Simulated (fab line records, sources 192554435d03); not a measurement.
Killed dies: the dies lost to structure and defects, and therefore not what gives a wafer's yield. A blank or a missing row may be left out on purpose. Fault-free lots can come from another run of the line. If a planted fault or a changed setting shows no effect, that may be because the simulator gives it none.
fab line records	flow n5Finfet
record: lots: 11	wafers: 30	lastDay: 17
route steps=1938 shown FIN_SAQP@132 FIN_CUT@165 PASSIVATION@1936
lots with no fault: from the same line, run without faults
startH: start of the lot's first displayed wafer, in hours after the record's first day	waitH: time in hours since the lot's previous step	" the same as in the row above	L1.1+2: several wafers, shown together as one row	- no value, or no start given	* or withheld: withheld	< > ~ a bound
route shown NAME@n: NAME is a module with steps in the file, n the number in the route of the first one	usual: mean/standard deviation taken from wafers without a fault	same: alike in all rows	chamber/n: place in a boat	sites: each site's reading	_std_site: standard deviation across them	_edge_site: the outer-site mean with the inner-site mean subtracted	radiusMm: for every site, how far away it sits from the centre of the wafer	mask NAME#n: copy n	behind: the last tool/chamber to shape the wafer	hold: why the lot went on hold/how many hours it stayed there/how the hold came to an end	device: names the non-switching transistor (n, p or np)	end of line: tests of these same wafers at the route's end	where a step has no rows: the recipe by itself	killed: not the wafer's yield, but the dies lost to structure and defects at the first sort	map: shows each die of a wafer: x if killed, . if not, _ if none is there
set.NAME: the setting that was run; set.NAME@STEP: the one run at that earlier step	model.NAME: the simulator's own value behind a step, which no gauge read
steps of the route over a sample of lots; a table a step, a row a wafer
services: a tool's chamber out of use, with start hour (startH, from the record's first day; less than 0 if before it), hours out, and reason
== steps ==
step: N5_FIN_SAQP_RECESS_63
recipe: chemistry: HF/NH3	target: SiO2	targetDepthA: 180	afsCycles: 3	tempC: 30	sublimationTempC: 180	sublimationTimeS: 60
usual: drypumpMotorCurrentA: 5.9/0.37	forelinePTorr: 0.1280/0.00038
lot.wafer	tool	chamber	startH	waitH	drypumpMotorCurrentA	forelinePTorr
L964.3	vaporEtch-02	1	26.43	0.2	6.5	0.1279
L964.4	"	0	"	"	5.5	0.1279
L964.5	"	1	"	"	6.5	0.1281
L965.2	vaporEtch-01	1	30.56	0.1	5.7	0.1285
L965.3	"	1	"	"	5.7	0.1278
L965.5	"	0	"	"	5.8	0.1273
L968.2	vaporEtch-02	0	48.89	0.1	5.6	0.1273
L968.3	"	0	"	"	5.6	0.1280
L968.6	"	1	"	"	6.4	0.1278
L969.2	vaporEtch-01	0	55.59	0.1	5.8	0.1281
L969.3	"	1	"	"	5.7	0.1279
L969.4	"	0	"	"	5.8	0.1275
L975.1	vaporEtch-01	0	92.28	0.1	5.8	0.1280
L975.5	"	0	"	"	5.8	0.1282
L976.1	vaporEtch-01	1	98.88	0.1	5.7	0.1286
L976.4	"	1	"	"	5.7	0.1279
L976.6	"	0	"	"	5.8	0.1280
L978.1	vaporEtch-02	0	108.30	0.1	5.6	0.1280
L978.3	"	0	"	"	5.6	0.1282
L978.4	"	1	"	"	6.4	0.1283
L980.1	vaporEtch-02	1	120.84	0.1	6.4	0.1281
L980.2	"	0	"	"	5.6	0.1283
L981.1	vaporEtch-02	1	126.72	0.1	6.4	0.1280
L981.3	"	1	"	"	6.4	0.1281
L981.6	"	0	"	"	5.6	0.1278
L983.4	vaporEtch-02	1	142.09	0.1	6.5	0.1284
L983.6	"	0	"	"	5.6	0.1283
L987.2	vaporEtch-01	1	162.70	0.1	5.7	0.1277
L987.3	"	1	"	"	5.7	0.1278
L987.5	"	0	"	"	5.7	0.1282
step: N5_FIN_SAQP_RECESS_71
recipe: chemistry: HF/NH3	target: SiO2	targetDepthA: 30	afsCycles: 1	tempC: 30	sublimationTempC: 180	sublimationTimeS: 60
usual: drypumpMotorCurrentA: 5.9/0.36	forelinePTorr: 0.1280/0.00037
lot.wafer	tool	chamber	startH	waitH	drypumpMotorCurrentA	forelinePTorr
L964.3	vaporEtch-01	1	26.96	0.1	5.7	0.1285
L964.4	"	0	"	"	5.7	0.1279
L964.5	"	1	"	"	5.7	0.1279
L965.2	vaporEtch-01	0	31.58	0.4	5.8	0.1284
L965.3	"	0	"	"	5.8	0.1277
L965.5	"	1	"	"	5.7	0.1285
L968.2	vaporEtch-01	1	49.50	0.0	5.7	0.1273
L968.3	"	1	"	"	5.7	0.1277
L968.6	"	1	"	"	5.7	0.1277
L969.2	vaporEtch-02	1	56.20	0.0	6.4	0.1275
L969.3	"	1	"	"	6.4	0.1281
L969.4	"	0	"	"	5.6	0.1280
L975.1	vaporEtch-02	1	92.98	0.0	6.5	0.1281
L975.5	"	0	"	"	5.6	0.1270
L976.1	vaporEtch-02	1	99.49	0.0	6.5	0.1279
L976.4	"	0	"	"	5.6	0.1284
L976.6	"	0	"	"	5.6	0.1282
L978.1	vaporEtch-02	0	108.91	0.0	5.6	0.1287
L978.3	"	0	"	"	5.6	0.1279
L978.4	"	1	"	"	6.4	0.1281
L980.1	vaporEtch-01	0	121.58	0.0	5.8	0.1284
L980.2	"	1	"	"	5.7	0.1276
L981.1	vaporEtch-01	1	127.33	0.0	5.7	0.1279
L981.3	"	1	"	"	5.7	0.1283
L981.6	"	0	"	"	5.7	0.1278
L983.4	vaporEtch-01	1	142.68	0.1	5.7	0.1277
L983.6	"	1	"	"	5.7	0.1283
L987.2	vaporEtch-01	0	163.31	0.0	5.8	0.1276
L987.3	"	0	"	"	5.8	0.1278
L987.5	"	1	"	"	5.7	0.1282
step: N5_FIN_SAQP_SPACER2_ALD_28
recipe: material: SiO2	targetThkA: 81	tempC: 300	aldPrecursorFamily: BDEAS	aldCoReactant: O2-plasma	pulseTimeS: 1	purgeTimeS: 2	coReactantPurgeTimeS: 2	pressureTorr: 2
usual: chamberPressureTorr: 2.001/0.0048	heaterPowerW: 460/48	precursorPulseHeightRel: 1.001/0.019
same: coReactantPurgeTimeS: 2
lot.wafer	tool	chamber	startH	waitH	chamberPressureTorr	heaterPowerW	precursorPulseHeightRel
L964.3	aldSin-02	1	27.07	0.1	2.009	436	1.031
L964.4	"	0	"	"	2.001	427	1.007
L964.5	"	2	"	"	1.997	405	0.983
L965.2	aldSin-02	2	31.75	0.1	2.006	413	1.015
L965.3	"	1	"	"	1.999	444	1.015
L965.5	"	1	"	"	2.000	442	1.003
L968.2	aldSin-03	3	49.77	0.2	2.001	421	0.992
L968.3	"	2	"	"	1.999	495	0.950
L968.6	"	3	"	"	1.992	423	1.012
L969.2	aldSin-02	2	56.34	0.1	2.000	406	1.037
L969.3	"	3	"	"	2.005	555	0.986
L969.4	"	1	"	"	1.998	451	1.008
L975.1	aldSin-03	1	93.12	0.1	1.998	477	1.022
L975.5	"	0	"	"	1.992	472	1.011
L976.1	aldSin-03	0	100.02	0.5	2.010	464	1.023
L976.4	"	2	"	"	1.990	492	1.013
L976.6	"	2	"	"	2.000	479	0.997
L978.1	aldSin-04	1	109.06	0.1	1.998	427	1.018
L978.3	"	0	"	"	2.002	453	0.976
L978.4	"	2	"	"	1.999	494	1.018
L980.1	aldSin-02	2	121.72	0.1	2.004	399	1.037
L980.2	"	1	"	"	2.002	451	1.000
L981.1	aldSin-02	0	127.47	0.1	2.008	410	0.998
L981.3	"	2	"	"	2.004	394	0.992
L981.6	"	0	"	"	1.997	421	1.001
L983.4	aldSin-03	2	142.78	0.1	1.996	501	1.017
L983.6	"	2	"	"	2.004	506	1.004
L987.2	aldSin-02	0	163.45	0.1	1.998	417	0.983
L987.3	"	1	"	"	2.002	450	0.943
L987.5	"	1	"	"	2.003	461	0.981
step: N5_FIN_SAQP_CD_MEAS_31
recipe: targetCdNm: 8	landingEnergyEv: 1000	detector: seInlens	polarity: line
usual: cdNm: 8.09/0.21
lot.wafer	tool	chamber	startH	waitH	cdNm
L964.3	cdSem-02	0	27.68	0.1	7.90
L964.4	"	0	"	"	7.69
L964.5	"	0	"	"	8.22
L965.2	cdSem-03	0	32.27	0.1	8.08
L965.3	"	0	"	"	7.80
L965.5	"	0	"	"	7.96
L968.2	cdSem-02	0	50.30	0.1	8.23
L968.3	"	0	"	"	8.69
L968.6	"	0	"	"	8.08
L969.2	cdSem-01	0	56.90	0.1	7.16
L969.3	"	0	"	"	7.99
L969.4	"	0	"	"	8.39
L975.1	cdSem-01	0	93.64	0.1	8.06
L975.5	"	0	"	"	8.84
L976.1	cdSem-01	0	100.68	0.1	7.79
L976.4	"	0	"	"	8.08
L976.6	"	0	"	"	8.35
L978.1	cdSem-01	0	109.61	0.1	8.06
L978.3	"	0	"	"	7.95
L978.4	"	0	"	"	8.27
L980.1	cdSem-02	0	122.24	0.1	8.04
L980.2	"	0	"	"	8.04
L981.1	cdSem-02	0	128.00	0.1	8.05
L981.3	"	0	"	"	8.13
L981.6	"	0	"	"	8.01
L983.4	cdSem-03	0	143.36	0.1	8.43
L983.6	"	0	"	"	8.27
L987.2	cdSem-03	0	163.98	0.1	7.64
L987.3	"	0	"	"	7.85
L987.5	"	0	"	"	8.15
step: N5_FIN_SAQP_INSPECT_40
recipe: inspectInstrument: brightfield	mode: aei
usual: rawDefectCount: 242/66
lot.wafer	tool	chamber	startH	waitH	rawDefectCount
L964.3	defectInspect-01	-	28.26	0.0	249
L964.4	"	-	"	"	324
L964.5	"	-	"	"	225
L965.2	defectInspect-01	-	32.85	0.0	152
L965.3	"	-	"	"	222
L965.5	"	-	"	"	329
L968.2	defectInspect-01	-	50.88	0.0	137
L968.3	"	-	"	"	218
L968.6	"	-	"	"	180
L969.2	defectInspect-02	-	57.49	0.0	231
L969.3	"	-	"	"	178
L969.4	"	-	"	"	249
L975.1	defectInspect-02	-	94.23	0.0	323
L975.5	"	-	"	"	290
L976.1	defectInspect-02	-	101.27	0.0	527
L976.4	"	-	"	"	719
L976.6	"	-	"	"	686
L978.1	defectInspect-01	-	110.25	0.0	597
L978.3	"	-	"	"	589
L978.4	"	-	"	"	518
L980.1	defectInspect-01	-	122.83	0.0	259
L980.2	"	-	"	"	287
L981.1	defectInspect-01	-	128.58	0.0	240
L981.3	"	-	"	"	185
L981.6	"	-	"	"	160
L983.4	defectInspect-01	-	144.43	0.1	190
L983.6	"	-	"	"	249
L987.2	defectInspect-01	-	164.56	0.0	237
L987.3	"	-	"	"	204
L987.5	"	-	"	"	326
step: N5_FIN_CUT_INSPECT_10
recipe: mode: adi	inspectInstrument: brightfield
usual: rawDefectCount: 45/12
lot.wafer	tool	chamber	startH	waitH	rawDefectCount
L964.3	defectInspect-01	-	28.65	0.0	47
L964.4	"	-	"	"	59
L964.5	"	-	"	"	53
L965.2	defectInspect-02	-	33.37	0.0	44
L965.3	"	-	"	"	40
L965.5	"	-	"	"	64
L968.2	defectInspect-02	-	51.40	0.0	22
L968.3	"	-	"	"	45
L968.6	"	-	"	"	41
L969.2	defectInspect-01	-	57.88	0.0	50
L969.3	"	-	"	"	35
L969.4	"	-	"	"	40
L975.1	defectInspect-02	-	94.63	0.1	43
L975.5	"	-	"	"	42
L976.1	defectInspect-01	-	101.66	0.1	368
L976.4	"	-	"	"	413
L976.6	"	-	"	"	401
L978.1	defectInspect-01	-	110.77	0.1	398
L978.3	"	-	"	"	381
L978.4	"	-	"	"	383
L980.1	defectInspect-02	-	123.23	0.1	49
L980.2	"	-	"	"	45
L981.1	defectInspect-01	-	129.10	0.1	41
L981.3	"	-	"	"	31
L981.6	"	-	"	"	34
L983.4	defectInspect-01	-	144.95	0.0	45
L983.6	"	-	"	"	42
L987.2	defectInspect-02	-	164.95	0.0	32
L987.3	"	-	"	"	34
L987.5	"	-	"	"	59
step: N5_FIN_CUT_INSPECT_17
recipe: inspectInstrument: brightfield	mode: aei
usual: rawDefectCount: 248/65
lot.wafer	tool	chamber	startH	waitH	rawDefectCount
L964.3	defectInspect-01	-	29.60	0.0	259
L964.4	"	-	"	"	324
L964.5	"	-	"	"	207
L965.2	defectInspect-01	-	34.73	0.0	155
L965.3	"	-	"	"	210
L965.5	"	-	"	"	314
L968.2	defectInspect-02	-	52.35	0.0	160
L968.3	"	-	"	"	251
L968.6	"	-	"	"	198
L969.2	defectInspect-02	-	59.03	0.0	245
L969.3	"	-	"	"	174
L969.4	"	-	"	"	253
L975.1	defectInspect-02	-	95.67	0.0	317
L975.5	"	-	"	"	282
L976.1	defectInspect-01	-	102.69	0.0	525
L976.4	"	-	"	"	686
L976.6	"	-	"	"	662
L978.1	defectInspect-01	-	111.71	0.0	590
L978.3	"	-	"	"	597
L978.4	"	-	"	"	516
L980.1	defectInspect-02	-	124.41	0.0	302
L980.2	"	-	"	"	325
L981.1	defectInspect-01	-	130.05	0.0	270
L981.3	"	-	"	"	178
L981.6	"	-	"	"	183
L983.4	defectInspect-01	-	145.90	0.0	184
L983.6	"	-	"	"	257
L987.2	defectInspect-01	-	166.48	0.0	245
L987.3	"	-	"	"	200
L987.5	"	-	"	"	304
step: N5_PASSIVATION_PROBE_49
usual: killed_at_M0_to_M3: 31/11	killed_at_M4_up: 14/5.1	killedAtContacts: 12/5.6	killedAtFrontEnd: 42/12	killedAtOther: 3.8/2.9	killedDies: 103/18	killedOpen: 67/14	killedShort: 33/8
same: grossDies: 1180	killedAtBackSide: 0
lot.wafer	tool	chamber	startH	waitH	killed_at_M0_to_M3	killed_at_M4_up	killedAtContacts	killedAtFrontEnd	killedAtOther	killedDies	killedOpen	killedShort
L976.1	prober-01	-	364.25	0.0	24	16	20	161	2	223	72	41
L976.4	prober-01	-	364.40	0.2	17	20	15	123	1	176	57	31
L976.6	prober-01	-	364.50	0.3	22	11	10	132	2	177	58	31
L975.5	prober-01	-	364.84	0.2	26	14	16	34	8	98	57	37
L978.1	prober-01	-	379.42	0.0	19	9	19	129	3	179	65	27
L978.3	prober-01	-	379.52	0.1	36	12	17	137	1	203	99	22
L978.4	prober-01	-	379.57	0.2	32	8	24	135	6	205	68	32
killed by level:class
L976.1 FIN_SAQP:unspecified=107 MOL_CONTACT_COAG:geometricParticle:open=18 STI_FIN_REVEAL:geometricParticle:open=12 GATE_CUT:geometricParticle:open=11 GATE_CUT:geometricParticle:short=8 BEOL_M0_SAQP:geometricParticle:short=7 FIN_SAQP:geometricParticle:short=6 FIN_SAQP:geometricParticle:open=6
L976.4 FIN_SAQP:unspecified=87 MOL_CONTACT_COAG:geometricParticle:open=13 FIN_SAQP:geometricParticle:open=12 GATE_CUT:geometricParticle:short=6 FIN_SAQP:geometricParticle:short=5 BEOL_M4:geometricParticle:open=5 BEOL_M1:geometricParticle:open=4 BEOL_M2:geometricParticle:short=4
L976.6 FIN_SAQP:unspecified=86 STI_FIN_REVEAL:geometricParticle:open=17 MOL_CONTACT_COAG:geometricParticle:open=7 FIN_SAQP:geometricParticle:short=4 FIN_SAQP:geometricParticle:open=4 BEOL_M3:geometricParticle:open=4 BEOL_M4:geometricParticle:open=4 STI_FIN_REVEAL:geometricParticle:short=3
L975.5 MOL_CONTACT_COAG:geometricParticle:open=12 FIN_SAQP:geometricParticle:open=7 BEOL_M3:geometricParticle:open=7 DUMMY_GATE:geometricParticle:open=6 BEOL_M0_SAQP:geometricParticle:open=6 BEOL_M2:geometricParticle:short=6 FIN_SAQP:geometricParticle:short=5 BEOL_M4:geometricParticle:open=5
L978.1 FIN_SAQP:unspecified=86 MOL_CONTACT_COAG:geometricParticle:open=15 FIN_SAQP:geometricParticle:open=10 FIN_SAQP:geometricParticle:short=7 STI_FIN_REVEAL:geometricParticle:open=7 BEOL_M2:geometricParticle:open=6 DUMMY_GATE:geometricParticle:open=5 BEOL_M5:geometricParticle:open=5
L978.3 FIN_SAQP:unspecified=82 MOL_CONTACT_COAG:geometricParticle:open=15 FIN_SAQP:geometricParticle:open=14 DUMMY_GATE:geometricParticle:open=14 BEOL_M0_SAQP:geometricParticle:open=10 STI_FIN_REVEAL:geometricParticle:open=9 BEOL_M1:geometricParticle:open=9 BEOL_M2:geometricParticle:open=6
L978.4 FIN_SAQP:unspecified=104 MOL_CONTACT_COAG:geometricParticle:open=18 BEOL_M0_SAQP:geometricParticle:open=10 STI_FIN_REVEAL:geometricParticle:open=8 FIN_SAQP:geometricParticle:open=6 BEOL_M2:geometricParticle:open=6 MOL_CONTACT_COAG:geometricParticle:short=6 BEOL_M0_SAQP:geometricParticle:short=5
== services ==
tool	chamber	startH	hours	kind
aldSin-03	0	7.88	-	clean
aldSin-03	1	7.88	-	clean
aldSin-03	2	7.88	-	clean
aldSin-03	3	7.88	-	clean
aldSin-04	3	78.90	5.6	repair
aldSin-04	2	82.36	6.0	repair
aldSin-02	-	85.25	14.0	pm
aldSin-02	0	85.25	14.0	ventCycle
aldSin-02	1	85.25	14.0	ventCycle
aldSin-02	2	85.25	14.0	ventCycle
aldSin-02	3	85.25	14.0	ventCycle
aldSin-02	0	99.25	-	clean
aldSin-02	1	99.25	-	clean
aldSin-02	2	99.25	-	clean
aldSin-02	3	99.25	-	clean
vaporEtch-02	-	137.77	0.8	repair
aldSin-03	1	155.05	4.3	repair
aldSin-04	3	161.32	9.1	repair
== key ==
firstSign: step: N5_FIN_SAQP_INSPECT_40	reading: rawDefectCount	direction: up	sigmas: 5.5	usual: 242	struck: 606
effect: step: N5_FIN_CUT_INSPECT_10	reading: rawDefectCount	direction: up	sigmas: 30	usual: 45	struck: 391
effect: step: N5_FIN_CUT_INSPECT_17	reading: rawDefectCount	direction: up	sigmas: 5.4	usual: 248	struck: 596
effect: step: N5_PASSIVATION_PROBE_49	reading: killedAtFrontEnd	direction: up	sigmas: 7.6	usual: 42	struck: 136
moreKillsBornAt: N5_FIN_SAQP_RECESS_71@vaporEtch-02: 552
metAt N5_FIN_SAQP_RECESS_71
struckLots L976,L978
testerLeftOut L976,L978
notActingAt N5_FIN_SAQP_RECESS_63,N5_FIN_SAQP_SPACER2_ALD_28,N5_FIN_SAQP_CD_MEAS_31
onsetBetween 92.98 99.49
fault: kind: chamberParticleSource	tool: vaporEtch-02	chamber: -	onsetH: 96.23	steps: N5_FIN_SAQP_RECESS_71	ratePerVisitCm2: 0.56695	endH: 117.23
testerLeftOut: of these lots the tester's yield and bins aren't shown, on N5 and GAA mostly nor the transistor test; their killed dies are dies lost to structure and defects alone, not to doping, threshold or leakage, so they don't give the yield
